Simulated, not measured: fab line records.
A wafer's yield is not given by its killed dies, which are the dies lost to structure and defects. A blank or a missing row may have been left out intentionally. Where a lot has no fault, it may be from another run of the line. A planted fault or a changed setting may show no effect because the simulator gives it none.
Which of the tools did it? / flow nand harc / 12 lots (36 wafers sampled), 1 step of a 1302-step route

== WHAT THE GAUGES READ, wafer by wafer ==
NHARC_A_CHANNEL_FILL_D1_INSPECT_13.
lot=L075; measured=day 10 23:26; on=defect inspect-01; raw defect count=128 159 162
lot=L077; measured=day 12 04:58; on=defect inspect-02; raw defect count=324 404 477
lot=L079; measured=day 12 21:41; on=defect inspect-02; raw defect count=147 254 465
lot=L081; measured=day 14 00:13; on=defect inspect-01; raw defect count=438 258 477
lot=L083; measured=day 14 19:13; on=defect inspect-01; raw defect count=154 233 145
lot=L084; measured=day 15 07:35; on=defect inspect-02; raw defect count=243 253 201
lot=L087; measured=day 16 11:35; on=defect inspect-02; raw defect count=302 223 222
lot=L089; measured=day 17 15:34; on=defect inspect-01; raw defect count=342 471 567
lot=L090; measured=day 17 21:29; on=defect inspect-01; raw defect count=451 222 213
lot=L093; measured=day 18 20:34; on=defect inspect-01; raw defect count=327 560 749
lot=L095; measured=day 19 20:49; on=defect inspect-02; raw defect count=209 201 195
lot=L096; measured=day 20 03:36; on=defect inspect-02; raw defect count=550 442 734

== TOOL THAT RAN EACH LOT (tool first, then ch and the chambers of the sampled wafers, then the start) ==
Before these readings, the record contains no process step.

== THE ANSWER, worked out from the rows above alone ==
Rule: what is usual is taken from the lots themselves. The widest of any qualifying gaps counts: lots, ordered by their means at a reading, are off when they make up no more than a third of the lots, leave a main group of 4 or more, and stand apart from it by 3 or more times the standard deviation of that group's means. Not used: any main group whose means are identical at the precision the tables above print for the reading. Also off: a lot with no number at a reading for which 4 or more lots have one. Any other lot the step has rows for is counted as sound.
No lot is off at any reading shown: from this, nothing can be told.

== WHAT THE SIMULATOR HAD PUT IN ==
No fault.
